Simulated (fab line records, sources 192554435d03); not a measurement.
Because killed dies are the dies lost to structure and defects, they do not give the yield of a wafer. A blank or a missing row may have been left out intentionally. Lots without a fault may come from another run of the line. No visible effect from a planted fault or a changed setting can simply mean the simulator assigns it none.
The tool behind it: which one? | flow n5-finfet | Sampling: 11 lots, 33 wafers, 3 of 1938 route steps

## WHAT THE GAUGES SHOWED, per wafer
N5_BEOL_M10_CD_MEAS_11: the cd target is 64.1 nm.
lot  | measured     | on        | cd-nm (nm)
L452 | day 11 07:20 | cd-sem-02 | 64.1 65.0 64.5
L456 | day 11 07:34 | cd-sem-02 | 64.6 64.7 63.7
L455 | day 11 07:56 | cd-sem-03 | 65.3 65.4 64.5
L453 | day 11 17:12 | cd-sem-03 | 64.6 63.9 65.0
L460 | day 13 08:25 | cd-sem-02 | 64.3 64.6 65.1
L462 | day 13 09:10 | cd-sem-01 | 64.3 64.4 64.2
L464 | day 13 18:10 | cd-sem-01 | 64.6 64.3 64.6
L468 | day 14 08:56 | cd-sem-03 | 64.2 63.6 64.1
L467 | day 14 20:36 | cd-sem-03 | 63.6 64.4 64.1
L472 | day 16 04:16 | cd-sem-03 | 65.2 65.0 65.3
L470 | day 16 04:38 | cd-sem-01 | 64.2 64.8 63.9

## EACH LOT AND THE TOOL THAT RAN IT (in order: tool; ch and the chambers of the sampled wafers; start)
lot  | N5_BEOL_M10_PECVD_70            | N5_BEOL_M10_COAT_05
L452 | pecvd-01 ch 0,1, day 11 05:18   | litho-track-05 ch 0, day 11 07:05
L456 | pecvd-01 ch 0,1,2, day 11 05:34 | litho-track-02 ch 0, day 11 07:11
L455 | pecvd-04 ch 0,1, day 11 07:03   | litho-track-01 ch 0, day 11 07:34
L453 | pecvd-01 ch 0,1,2, day 11 14:19 | litho-track-01 ch 0, day 11 16:50
L460 | pecvd-04 ch 0,2, day 13 06:05   | litho-track-01 ch 0, day 13 08:03
L462 | pecvd-03 ch 0,1,2, day 13 06:19 | litho-track-01 ch 0, day 13 08:47
L464 | pecvd-03 ch 1,2, day 13 16:29   | litho-track-01 ch 0, day 13 17:47
L468 | pecvd-01 ch 0,1,2, day 14 07:25 | litho-track-05 ch 0, day 14 08:42
L467 | pecvd-04 ch 0,1,2, day 14 18:34 | litho-track-01 ch 0, day 14 19:10
L472 | pecvd-04 ch 1,2, day 16 01:56   | litho-track-05 ch 0, day 16 04:01
L470 | pecvd-03 ch 1,2, day 16 02:27   | litho-track-02 ch 0, day 16 04:16
- N5_BEOL_M10_PECVD_70: deposits SiO2 from TEOS/O2, target thk 20 nm, time 22.7 s.
- N5_BEOL_M10_COAT_05: resist thk 90 nm.

## AS READ BY THE TOOLS THEMSELVES (means over the sampled wafers that have a number; for cases with no such wafer, the mark the record gives instead)
N5_BEOL_M10_PECVD_70.
lot  | tool     | heater-power-w (W) | rf-fwd-power-W (W) | showerhead-plenum-p-Torr (Torr) | throttle-valve-pct (%)
L452 | pecvd-01 | 898                | 446.0              | 8.76                            | 24.4
L456 | pecvd-01 | 800                | 445.3              | 8.76                            | 23.0
L455 | pecvd-04 | 642                | 447.0              | 8.83                            | 24.3
L453 | pecvd-01 | 754                | 444.1              | 8.77                            | 22.9
L460 | pecvd-04 | 515                | 445.9              | 8.78                            | 23.4
L462 | pecvd-03 | 692                | 445.4              | 8.82                            | 22.1
L464 | pecvd-03 | 752                | 444.1              | 8.89                            | 21.6
L468 | pecvd-01 | 750                | 444.1              | 8.75                            | 23.2
L467 | pecvd-04 | 633                | 444.0              | 8.82                            | 23.4
L472 | pecvd-04 | 705                | 443.6              | 8.81                            | 22.0
L470 | pecvd-03 | 658                | 445.2              | 8.86                            | 22.3

N5_BEOL_M10_COAT_05.
lot  | tool           | chill-plate-temp-C (C) | spin-speed-rpm (rpm)
L452 | litho-track-05 | 22.87                  | 1498.9
L456 | litho-track-02 | 22.97                  | 1499.4
L455 | litho-track-01 | 23.04                  | 1500.1
L453 | litho-track-01 | 22.98                  | 1499.5
L460 | litho-track-01 | 23.06                  | 1500.6
L462 | litho-track-01 | 23.04                  | 1499.9
L464 | litho-track-01 | 22.97                  | 1348.2
L468 | litho-track-05 | 22.97                  | 1501.5
L467 | litho-track-01 | 22.98                  | 1347.9
L472 | litho-track-05 | 22.90                  | 1501.7
L470 | litho-track-02 | 23.06                  | 1499.7

## THE ANSWER, worked out from the rows above alone
Rule: usual is defined by the lots themselves. Put in order of their means at a reading, lots are off if they are a third of the lots or fewer, leave a main group of 4 or more, and stand apart from it by a gap of 3 or more times the standard deviation of the main group's means; of several such gaps the widest counts. A main group is skipped when, at the precision printed for the reading in the tables above, its means are all equal. Also off: a lot with no number at a reading for which 4 or more lots have one. Any other lot the step has rows for is counted as sound. Order of review: gauges by route order, followed by the tools' own readings, for which a lot's mean as printed above is used. The first step at which some lot is off is used, and at that step the reading that is off furthest; a lot without a number counts as furthest.
Off at N5_BEOL_M10_COAT_05 (spin-speed-rpm): L464, L467. The main group has a mean of 1500.1 rpm with a standard deviation of 0.9.
A tool fits if, at that step or a process step before it, it ran every lot that is off, and no sound lot after the first of them. One fits: litho-track-01 at N5_BEOL_M10_COAT_05. Its last sound lot is L462 (day 13 08:47), its first lot that is off L464 (day 13 17:47): a fault that began between those two fits.
The tool's own readings at N5_BEOL_M10_COAT_05 bear it out: on the lots that are off they differ by more than 5 times the standard deviation of the sound lots' means. spin-speed-rpm reads 1348.1 rpm there against 1500.1 rpm on the sound lots.

## WHAT HAD BEEN PUT IN BY THE SIMULATOR
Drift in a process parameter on litho-track-01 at N5_BEOL_M10_COAT_05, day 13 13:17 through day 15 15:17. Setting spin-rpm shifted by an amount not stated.
Lots struck among those shown: L464, L467. Same finding as the rule above.
